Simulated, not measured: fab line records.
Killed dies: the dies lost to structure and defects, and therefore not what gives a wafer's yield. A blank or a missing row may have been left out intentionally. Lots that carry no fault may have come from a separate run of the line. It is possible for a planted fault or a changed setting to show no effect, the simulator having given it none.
The tool behind it: which one?    flow n5-finfet    Sampling: 22 lots, 66 wafers, 3 of 1938 route steps

## WHAT THE GAUGES SHOWED, per wafer
N5_BEOL_M0_SAQP_OVL_MEAS_15.
lot   measured      on          M0_CORE_OVL (nm)
L074  day 5 16:55   overlay-01  -0.9 -0.5 -0.3
L075  day 5 22:33   overlay-01  -0.8 -1.1 -1.8
L076  day 6 01:10   overlay-02  0.7 -0.7 -0.6
L077  day 6 04:34   overlay-01  0.4 -0.3 0.4
L078  day 6 08:34   overlay-01  0.7 1.7 0.3
L079  day 6 16:40   overlay-02  0.4 1.7 1.1
L080  day 6 20:05   overlay-01  -1.5 -0.9 -1.1
L082  day 7 13:21   overlay-02  -1.1 -0.5 -0.8
L083  day 7 16:42   overlay-02  -0.4 -1.9 -0.1
L084  day 8 07:32   overlay-02  -0.2 -0.1 0.4
L085  day 8 08:32   overlay-01  -0.2 -0.7 0.5
L086  day 8 20:52   overlay-01  1.8 0.4 0.3
L087  day 9 01:08   overlay-02  0.4 -0.7 0.1
L088  day 9 02:03   overlay-02  0.2 1.0 0.1
L089  day 9 06:15   overlay-01  0.2 -1.0 -0.5
L091  day 9 17:58   overlay-02  1.2 0.2 0.7
L092  day 10 02:29  overlay-02  -0.3 -0.3 -0.4
L093  day 10 06:29  overlay-01  -0.1 0.1 0.6
L094  day 10 13:42  overlay-02  -0.7 -0.5 -0.5
L095  day 10 16:52  overlay-01  -0.7 0.1 -1.2
L096  day 11 03:53  overlay-01  0.6 0.1 -0.2
L097  day 11 06:34  overlay-02  -1.0 -0.5 0.2

## EACH LOT AND THE TOOL THAT RAN IT (in order: tool; ch and the chambers of the sampled wafers; start)
lot   N5_MOL_CONTACT_COAG_DESCUM_45       N5_BEOL_M0_SAQP_PECVD_96
L074  rie-diel-04 ch 0,2,3, day 5 09:23   pecvd-02 ch 0,1, day 5 16:09
L075  rie-diel-05 ch 0,1,3, day 5 15:29   pecvd-01 ch 0,1,2, day 5 21:57
L076  rie-diel-04 ch 0,2,3, day 5 16:34   pecvd-01 ch 0,1, day 6 00:27
L077  rie-diel-06 ch 1,3, day 5 21:52     pecvd-02 ch 0,1, day 6 03:52
L078  rie-diel-05 ch 1,2,3, day 6 02:33   pecvd-02 ch 1,2, day 6 07:52
L079  rie-diel-06 ch 2,3, day 6 09:25     pecvd-04 ch 0,1,2, day 6 16:05
L080  rie-diel-06 ch 0,2,3, day 6 13:28   pecvd-01 ch 0,1,2, day 6 19:31
L082  rie-diel-06 ch 1,3, day 7 06:59     pecvd-02 ch 0,2, day 7 12:39
L083  rie-diel-05 ch 1,3, day 7 10:26     pecvd-04 ch 1,2, day 7 16:00
L084  rie-diel-05 ch 0,3, day 7 20:59     pecvd-04 ch 0,1, day 8 06:50
L085  rie-diel-06 ch 1,2,3, day 7 21:47   pecvd-04 ch 0,2, day 8 07:50
L086  rie-diel-06 ch 2,3, day 8 11:44     pecvd-02 ch 0,2, day 8 20:10
L087  rie-diel-04 ch 1,2,3, day 8 15:34   pecvd-01 ch 0,1,2, day 9 00:26
L088  rie-diel-04 ch 0,2,3, day 8 18:53   pecvd-04 ch 0,1, day 9 01:22
L089  rie-diel-06 ch 0,1, day 8 21:00     pecvd-04 ch 0,2, day 9 05:33
L091  rie-diel-04 ch 0,1,2, day 9 10:08   pecvd-01 ch 0,1,2, day 9 17:22
L092  rie-diel-04 ch 1,2,3, day 9 19:31   pecvd-01 ch 0,1,2, day 10 01:47
L093  rie-diel-06 ch 1,2,3, day 10 00:44  pecvd-02 ch 0,1,2, day 10 05:56
L094  rie-diel-04 ch 0,2,3, day 10 06:49  pecvd-02 ch 0,1, day 10 12:59
L095  rie-diel-04 ch 1,2,3, day 10 08:35  pecvd-02 ch 0,2, day 10 16:17
L096  rie-diel-04 ch 0,2, day 10 21:31    pecvd-01 ch 1,2, day 11 03:11
L097  rie-diel-05 ch 0,1,2, day 10 22:10  pecvd-04 ch 0,1, day 11 05:59
- N5_MOL_CONTACT_COAG_DESCUM_45: chemistry O2, time 7 s.
- N5_BEOL_M0_SAQP_PECVD_96: deposits a-Si from SiH4/He, target thk 45 nm, time 45.2 s.

## WHAT THE TOOLS THEMSELVES READ (means of the sampled wafers that have a number; where no wafer has one, the mark that the record gives instead)
N5_MOL_CONTACT_COAG_DESCUM_45.
lot   tool         drypump-motor-current-A (A)  oes-product-au (a.u.)  rf-vpp-V (V)  showerhead-plenum-p-Torr (Torr)  throttle-valve-pct (%)
L074  rie-diel-04  5.6                          0.81                   243.8         2.14                             20.43
L075  rie-diel-05  5.6                          0.71                   243.1         2.08                             20.48
L076  rie-diel-04  5.6                          0.81                   244.1         2.14                             20.42
L077  rie-diel-06  6.5                          0.83                   244.1         2.14                             20.23
L078  rie-diel-05  5.8                          0.81                   244.2         2.14                             20.16
L079  rie-diel-06  6.3                          0.72                   241.2         1.99                             20.19
L080  rie-diel-06  6.0                          0.73                   243.0         2.03                             20.26
L082  rie-diel-06  6.5                          0.74                   242.8         2.05                             20.16
L083  rie-diel-05  5.7                          0.73                   243.9         2.14                             20.31
L084  rie-diel-05  5.4                          0.83                   244.7         2.17                             20.45
L085  rie-diel-06  6.2                          0.77                   242.7         2.06                             20.29
L086  rie-diel-06  6.0                          0.74                   241.5         1.99                             20.32
L087  rie-diel-04  5.8                          0.88                   243.3         2.12                             20.20
L088  rie-diel-04  5.6                          0.88                   243.2         2.13                             20.34
L089  rie-diel-06  6.3                          0.82                   243.6         2.17                             20.34
L091  rie-diel-04  5.8                          0.83                   243.6         2.12                             20.32
L092  rie-diel-04  5.8                          0.86                   243.8         2.12                             20.21
L093  rie-diel-06  6.2                          0.77                   242.6         2.06                             20.31
L094  rie-diel-04  5.6                          0.85                   243.4         2.12                             20.35
L095  rie-diel-04  5.8                          0.85                   242.7         2.12                             20.22
L096  rie-diel-04  5.6                          0.84                   244.0         2.12                             20.46
L097  rie-diel-05  5.5                          0.82                   243.3         2.17                             20.15

N5_BEOL_M0_SAQP_PECVD_96.
lot   tool      heater-power-w (W)  showerhead-plenum-p-Torr (Torr)  throttle-valve-pct (%)
L074  pecvd-02  701                 5.59                             19.6
L075  pecvd-01  640                 5.68                             18.2
L076  pecvd-01  588                 5.67                             18.4
L077  pecvd-02  673                 5.60                             19.5
L078  pecvd-02  534                 5.66                             18.4
L079  pecvd-04  615                 5.71                             17.6
L080  pecvd-01  638                 5.68                             18.4
L082  pecvd-02  676                 5.61                             18.8
L083  pecvd-04  598                 5.68                             18.0
L084  pecvd-04  675                 5.72                             17.2
L085  pecvd-04  565                 5.71                             18.4
L086  pecvd-02  583                 5.66                             17.8
L087  pecvd-01  602                 5.69                             18.1
L088  pecvd-04  694                 5.72                             17.4
L089  pecvd-04  655                 5.71                             18.1
L091  pecvd-01  610                 5.69                             18.1
L092  pecvd-01  605                 5.68                             18.2
L093  pecvd-02  622                 5.63                             18.7
L094  pecvd-02  680                 5.60                             19.7
L095  pecvd-02  623                 5.61                             18.8
L096  pecvd-01  560                 5.68                             17.6
L097  pecvd-04  667                 5.69                             16.9

## THE ANSWER, worked out from the rows above alone
Rule: the lots themselves supply what counts as usual. Put in order of their means at a reading, lots are off if they are a third of the lots or fewer, leave a main group of 4 or more, and stand apart from it by a gap of 3 or more times the standard deviation of the main group's means; of several such gaps the widest counts. If all means in a main group match to the digits the tables above print for the reading, that group is not used. A lot without any number at a reading at which 4 lots or more have one is off too. Any other lot the step has rows for is counted as sound. The gauges are gone through in route order, then the tools' own readings, and for those a lot's mean is taken as printed above. At the first step where some lot is off, the reading lying furthest off is the one used; lots without a number count as furthest.
None of the lots is off at any reading shown; this tells nothing.

## WHAT HAD BEEN PUT IN BY THE SIMULATOR
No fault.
